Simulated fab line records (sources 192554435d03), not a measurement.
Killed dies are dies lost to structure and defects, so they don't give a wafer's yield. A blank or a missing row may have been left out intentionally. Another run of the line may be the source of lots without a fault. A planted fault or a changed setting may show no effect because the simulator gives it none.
Split-lot study || flow n5 finfet || 7 lots, 39 wafers read, on a route of 1938 steps

THE SPLIT
At N5_DUMMY_GATE_ETCH_31 (etches SiO2 in C4F6/O2, target depth 82.5 nm, time 27.5 s), the setting target depth a was moved away from the recipe's 825 angstrom on 18 of the 39 wafers read, by -9.8% to +6.6%. This setting was run at the recipe's value on the other wafers.

The split's own step is where the reading is taken.

THE READING
etch.depth nm (the simulator's own value, which no gauge read), in nm, at N5_DUMMY_GATE_ETCH_31 (etches SiO2 in C4F6/O2, target depth 82.5 nm, time 27.5 s). There is no usual value for it anywhere in the file. Average 81.97 nm, standard deviation 2.4 nm, over the 21 wafers here run with the recipe.

{"wafer": "L074.1", "tool, chamber at the split": "rie diel-03, 1", "target depth a as run, angstrom": 749.3, "against the recipe": "-9.2%", "etch.depth nm, nm": 73.2, "against lot-mates on the recipe": -9.53}
{"wafer": "L074.2", "tool, chamber at the split": "rie diel-03, 2", "target depth a as run, angstrom": 825, "against the recipe": "recipe", "etch.depth nm, nm": 83.84, "against lot-mates on the recipe": "-"}
{"wafer": "L074.3", "tool, chamber at the split": "rie diel-03, 3", "target depth a as run, angstrom": 825, "against the recipe": "recipe", "etch.depth nm, nm": 80.24, "against lot-mates on the recipe": "-"}
{"wafer": "L074.4", "tool, chamber at the split": "rie diel-03, 0", "target depth a as run, angstrom": 749.3, "against the recipe": "-9.2%", "etch.depth nm, nm": 76.59, "against lot-mates on the recipe": -6.14}
{"wafer": "L074.5", "tool, chamber at the split": "rie diel-03, 1", "target depth a as run, angstrom": 749.3, "against the recipe": "-9.2%", "etch.depth nm, nm": 73.66, "against lot-mates on the recipe": -9.07}
{"wafer": "L074.6", "tool, chamber at the split": "rie diel-03, 0", "target depth a as run, angstrom": 825, "against the recipe": "recipe", "etch.depth nm, nm": 84.12, "against lot-mates on the recipe": "-"}
{"wafer": "L078.1", "tool, chamber at the split": "rie diel-02, 3", "target depth a as run, angstrom": 825, "against the recipe": "recipe", "etch.depth nm, nm": 80.1, "against lot-mates on the recipe": "-"}
{"wafer": "L078.2", "tool, chamber at the split": "rie diel-02, 0", "target depth a as run, angstrom": 780.8, "against the recipe": "-5.4%", "etch.depth nm, nm": 77.52, "against lot-mates on the recipe": -5.08}
{"wafer": "L078.3", "tool, chamber at the split": "rie diel-02, 2", "target depth a as run, angstrom": 780.8, "against the recipe": "-5.4%", "etch.depth nm, nm": 76.85, "against lot-mates on the recipe": -5.75}
{"wafer": "L078.4", "tool, chamber at the split": "rie diel-02, 1", "target depth a as run, angstrom": 825, "against the recipe": "recipe", "etch.depth nm, nm": 83.99, "against lot-mates on the recipe": "-"}
{"wafer": "L078.5", "tool, chamber at the split": "rie diel-02, 1", "target depth a as run, angstrom": 825, "against the recipe": "recipe", "etch.depth nm, nm": 83.72, "against lot-mates on the recipe": "-"}
{"wafer": "L078.6", "tool, chamber at the split": "rie diel-02, 0", "target depth a as run, angstrom": 780.8, "against the recipe": "-5.4%", "etch.depth nm, nm": 78.18, "against lot-mates on the recipe": -4.42}
{"wafer": "L081.1", "tool, chamber at the split": "rie diel-03, 0", "target depth a as run, angstrom": 750.3, "against the recipe": "-9.1%", "etch.depth nm, nm": 76.33, "against lot-mates on the recipe": -5.13}
{"wafer": "L081.2", "tool, chamber at the split": "rie diel-03, 2", "target depth a as run, angstrom": 750.3, "against the recipe": "-9.1%", "etch.depth nm, nm": 75.98, "against lot-mates on the recipe": -5.48}
{"wafer": "L081.3", "tool, chamber at the split": "rie diel-03, 3", "target depth a as run, angstrom": 750.3, "against the recipe": "-9.1%", "etch.depth nm, nm": 72.41, "against lot-mates on the recipe": -9.05}
{"wafer": "L081.4", "tool, chamber at the split": "rie diel-03, 1", "target depth a as run, angstrom": 825, "against the recipe": "recipe", "etch.depth nm, nm": 80.74, "against lot-mates on the recipe": "-"}
{"wafer": "L081.5", "tool, chamber at the split": "rie diel-03, 3", "target depth a as run, angstrom": 825, "against the recipe": "recipe", "etch.depth nm, nm": 79.91, "against lot-mates on the recipe": "-"}
{"wafer": "L081.6", "tool, chamber at the split": "rie diel-03, 0", "target depth a as run, angstrom": 825, "against the recipe": "recipe", "etch.depth nm, nm": 83.74, "against lot-mates on the recipe": "-"}
{"wafer": "L087.1", "tool, chamber at the split": "rie diel-06, 3", "target depth a as run, angstrom": 825, "against the recipe": "recipe", "etch.depth nm, nm": 77.77, "against lot-mates on the recipe": "-"}
{"wafer": "L087.2", "tool, chamber at the split": "rie diel-06, 0", "target depth a as run, angstrom": 879.6, "against the recipe": "+6.6%", "etch.depth nm, nm": 89, "against lot-mates on the recipe": "+9.90"}
{"wafer": "L087.3", "tool, chamber at the split": "rie diel-06, 1", "target depth a as run, angstrom": 825, "against the recipe": "recipe", "etch.depth nm, nm": 81.28, "against lot-mates on the recipe": "-"}
{"wafer": "L087.4", "tool, chamber at the split": "rie diel-06, 2", "target depth a as run, angstrom": 879.6, "against the recipe": "+6.6%", "etch.depth nm, nm": 90.66, "against lot-mates on the recipe": "+11.56"}
{"wafer": "L087.5", "tool, chamber at the split": "rie diel-06, 3", "target depth a as run, angstrom": 825, "against the recipe": "recipe", "etch.depth nm, nm": 78.26, "against lot-mates on the recipe": "-"}
{"wafer": "L087.6", "tool, chamber at the split": "rie diel-06, 2", "target depth a as run, angstrom": 879.6, "against the recipe": "+6.6%", "etch.depth nm, nm": 90.63, "against lot-mates on the recipe": "+11.53"}
{"wafer": "L090.1", "tool, chamber at the split": "rie diel-06, 2", "target depth a as run, angstrom": 743.9, "against the recipe": "-9.8%", "etch.depth nm, nm": 76.17, "against lot-mates on the recipe": -4.83}
{"wafer": "L090.2", "tool, chamber at the split": "rie diel-06, 3", "target depth a as run, angstrom": 825, "against the recipe": "recipe", "etch.depth nm, nm": 78.3, "against lot-mates on the recipe": "-"}
{"wafer": "L090.3", "tool, chamber at the split": "rie diel-06, 1", "target depth a as run, angstrom": 743.9, "against the recipe": "-9.8%", "etch.depth nm, nm": 73.38, "against lot-mates on the recipe": -7.62}
{"wafer": "L090.4", "tool, chamber at the split": "rie diel-06, 0", "target depth a as run, angstrom": 743.9, "against the recipe": "-9.8%", "etch.depth nm, nm": 74.15, "against lot-mates on the recipe": -6.85}
{"wafer": "L090.5", "tool, chamber at the split": "rie diel-06, 2", "target depth a as run, angstrom": 825, "against the recipe": "recipe", "etch.depth nm, nm": 83.7, "against lot-mates on the recipe": "-"}
{"wafer": "L090.6", "tool, chamber at the split": "rie diel-06, 1", "target depth a as run, angstrom": 825, "against the recipe": "recipe", "etch.depth nm, nm": 81, "against lot-mates on the recipe": "-"}
{"wafer": "L091.1", "tool, chamber at the split": "rie diel-06, 3", "target depth a as run, angstrom": 825, "against the recipe": "recipe", "etch.depth nm, nm": 79.2, "against lot-mates on the recipe": "-"}
{"wafer": "L091.2", "tool, chamber at the split": "rie diel-06, 1", "target depth a as run, angstrom": 791.6, "against the recipe": "-4.0%", "etch.depth nm, nm": 77.75, "against lot-mates on the recipe": -4.99}
{"wafer": "L091.3", "tool, chamber at the split": "rie diel-06, 2", "target depth a as run, angstrom": 825, "against the recipe": "recipe", "etch.depth nm, nm": 84.63, "against lot-mates on the recipe": "-"}
{"wafer": "L091.4", "tool, chamber at the split": "rie diel-06, 0", "target depth a as run, angstrom": 791.6, "against the recipe": "-4.0%", "etch.depth nm, nm": 78.98, "against lot-mates on the recipe": -3.76}
{"wafer": "L091.5", "tool, chamber at the split": "rie diel-06, 2", "target depth a as run, angstrom": 825, "against the recipe": "recipe", "etch.depth nm, nm": 84.39, "against lot-mates on the recipe": "-"}
{"wafer": "L091.6", "tool, chamber at the split": "rie diel-06, 1", "target depth a as run, angstrom": 791.6, "against the recipe": "-4.0%", "etch.depth nm, nm": 77.65, "against lot-mates on the recipe": -5.09}
{"wafer": "L097.1", "tool, chamber at the split": "rie diel-02, 1", "target depth a as run, angstrom": 825, "against the recipe": "recipe", "etch.depth nm, nm": 84.23, "against lot-mates on the recipe": "-"}
{"wafer": "L097.2", "tool, chamber at the split": "rie diel-02, 3", "target depth a as run, angstrom": 825, "against the recipe": "recipe", "etch.depth nm, nm": 85.6, "against lot-mates on the recipe": "-"}
{"wafer": "L097.4", "tool, chamber at the split": "rie diel-02, 0", "target depth a as run, angstrom": 825, "against the recipe": "recipe", "etch.depth nm, nm": 82.62, "against lot-mates on the recipe": "-"}

THE FIT
A straight line over all 39 wafers: etch.depth nm changes by +0.884 nm for each +1% of target depth a; r = +0.90; the points scatter about the line by 2.1 nm.
The same after taking each lot's own level away (the mean of its wafers on the recipe; 39 wafers): +0.968 nm for each +1%; r = +0.90; scatter 2.2 nm.
On that fit, the largest move of target depth a shifts the reading by 9.5 nm.
Measured against the standard deviation above, the lots' own levels, which go from 79.103 to 84.150 nm, span 2.1 times it.
Hence the lot-to-lot level has little effect on the slope; both slopes agree.
Check: with one of the wafers moved furthest among these (-9.8%) left out of the fit, the line predicts -9.15 nm for it against its lot-mates. Against them it came out at -4.83 nm.

FURTHER SPLITS ON THESE WAFERS
These wafers also went through other splits before the reading. Each is held against what the fit with the lots' levels taken away leaves over:
{"other split on the same wafers": "N5_DUMMY_GATE_ETCH_37 source w", "wafers away from the commonest value": 15, "r with etch.depth nm (lot level and that fit taken away)": "+0.01"}

FILE'S OWN FIT
etch.depth nm changes by +0.901 nm for each +1% of target depth a, r = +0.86.
